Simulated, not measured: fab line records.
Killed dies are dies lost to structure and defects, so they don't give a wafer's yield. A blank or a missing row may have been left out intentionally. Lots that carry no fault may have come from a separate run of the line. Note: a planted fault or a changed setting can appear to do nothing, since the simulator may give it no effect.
A lot that was struck, set against a sound lot :: flow n5-finfet :: 36 out of 1938 route steps
Sound: these wafers, L141.1, L141.3, L141.5. Wafers struck: L136.1, L136.4, L136.5. The cause is given at the end.
Per side, at each step with rows, come the tool, then ch with its chambers, and then its first start. Under that, the readings that differ: sound wafers :: struck wafers :: difference of the means :: sigmas: that difference in standard deviations of wafers without a fault.
alike: a reading whose means differ by less than 2 such deviations, as well as words and numbers matching on both sides. not compared: withheld readings; readings where some wafer has no value; bounds like >300 that might hide an equal value; numbers whose values overlap and for which the record gives no deviation.
A row with sigmas, a row that says differs or no value, or rows on one side alone: a step with any of these is where the two part. Numbers that have no deviation but don't overlap get no sigmas and don't part them. Lack of a reading on every wafer of one side parts them only where that side has two or more wafers.

first, 11 steps without rows for these wafers: N5_FIN_CUT_PRECLEAN_35 (cleans in vHF, time 13.3 s); N5_FIN_CUT_CUT_ETCH_15 (etches Si in HBr/Cl2/O2, target depth 100 nm, bt time 10 s, time 42.4 s); N5_FIN_CUT_CUT_ETCH_28 (etches Si in HBr/Cl2/O2, target depth 6 nm, time 2.4 s); N5_FIN_CUT_STRIP_22 (strips in N2/H2); N5_FIN_CUT_PRECLEAN_36 (cleans in O3/DIW, time 60 s); N5_FIN_CUT_SRD_32 (time 30 s); N5_FIN_CUT_UV_OZONE_34 (time 120 s); N5_STI_FIN_REVEAL_ALD_00 (deposits SiO2, target thk 1 nm, pulse time 1 s); N5_STI_FIN_REVEAL_ALD_14 (deposits Si3N4, target thk 3 nm); N5_STI_FIN_REVEAL_FCVD_FILL_01 (material SiO2 flowable, target thk 312 nm, time 512.2 s); N5_STI_FIN_REVEAL_DENSIFY_02 (time 1800 s).
N5_STI_FIN_REVEAL_CMP_04: polishes, stops on Si3N4, t overpolish 4 s, target thk 131.83 nm.
  sound on cmp-02 ch 0,3, day 6 18:05; struck on cmp-03 ch 0,3, day 5 12:07
  alike: edge-zone-pressure-frac, motor-current-A, overpolish-run-s, time-to-endpoint-s
then, 20 steps without rows for these wafers: N5_STI_FIN_REVEAL_DENSIFY_30; N5_STI_FIN_REVEAL_ETCHBACK_08 (etches SiO2 in C4F6/O2, target depth 30.5 nm, time 10.167 s); N5_STI_FIN_REVEAL_STRIP_24 (strips in N2/H2, time 90 s); N5_STI_FIN_REVEAL_PRECLEAN_25 (cleans in SPM, time 90 s); N5_STI_FIN_REVEAL_PRECLEAN_26 (cleans in SC1, time 45 s); N5_STI_FIN_REVEAL_PRECLEAN_29 (cleans in DHF, time 30 s); N5_STI_FIN_REVEAL_SRD_12 (time 30 s); N5_STI_FIN_REVEAL_RECESS_09 (chemistry HF/NH3, target SiO2, afs cycles 11, target depth 42.5 nm, sublimation time 60 s); N5_STI_FIN_REVEAL_STRIP_16 (strips SiNx in H3PO4, target depth 23.8 nm); N5_STI_FIN_REVEAL_PRECLEAN_17 (cleans in NF3:NH3, afs cycles 1, time 20 s, sublimation time 60 s); N5_STI_FIN_REVEAL_ETCH_34 (etches Si in H2, material Si, target depth 0.97 nm); N5_STI_FIN_REVEAL_OXIDATION_31 (chemistry O2 PLASMA REMOTE, time 20 s); N5_STI_FIN_REVEAL_PRECLEAN_32 (cleans in NF3:NH3, afs cycles 1, time 20 s, sublimation time 60 s); N5_STI_FIN_REVEAL_STRIP_35 (strips Si3N4 in H3PO4, target depth 4 nm, time 39 s); N5_STI_FIN_REVEAL_SRD_21 (time 30 s); N5_STI_FIN_REVEAL_OXIDATION_33 (chemistry O2 PLASMA REMOTE, time 20 s); N5_STI_FIN_REVEAL_CLEAN_19 (cleans in O3/DIW, time 120 s); N5_STI_FIN_REVEAL_SRD_23 (time 30 s); N5_STI_FIN_REVEAL_PRECLEAN_18 (cleans in SC2, time 45 s); N5_STI_FIN_REVEAL_SRD_28 (time 30 s).
N5_STI_FIN_REVEAL_INSPECT_13: inspects for defects (darkfield).
  sound on defect-inspect-02, day 6 22:05; struck on defect-inspect-02, day 5 15:41
reading: raw-defect-count
sound: 14 8 16
struck: 280 302 325
difference: +290
sigmas: +60
then, 1 step without rows for these wafers: N5_DUMMY_GATE_PRECLEAN_00 (cleans in O3/DIW, time 60 s).
-- record jumps: 5 days separate the struck wafers' starts on either side; left off in module DUMMY_GATE, taken up again in module BEOL_M4, whose first shown step is the route's number 1111 --
N5_BEOL_M4_RC_MEAS_101:
  sound on prober-01 ch 0, day 12 06:40; struck on prober-02 ch 0, day 11 02:26
  alike: DIBL_N, DIBL_P, IOFF_N, IOFF_P, ION_N, ION_P, SS_N, SS_P, VT_N, VT_P
-- here the record skips 5 days between the struck wafers' starts before and after, leaving off in module BEOL_M4 and picking up in module PASSIVATION (first step shown: number 1936 of the route) --
N5_PASSIVATION_PROBE_49:
  only the struck wafers here have rows in the record (prober-02, day 15 20:04); the sound ones have none

## WHERE THEY PART
At N5_STI_FIN_REVEAL_INSPECT_13 first; at N5_PASSIVATION_PROBE_49 last (within this record only).

WHY: what had been put in by the simulator
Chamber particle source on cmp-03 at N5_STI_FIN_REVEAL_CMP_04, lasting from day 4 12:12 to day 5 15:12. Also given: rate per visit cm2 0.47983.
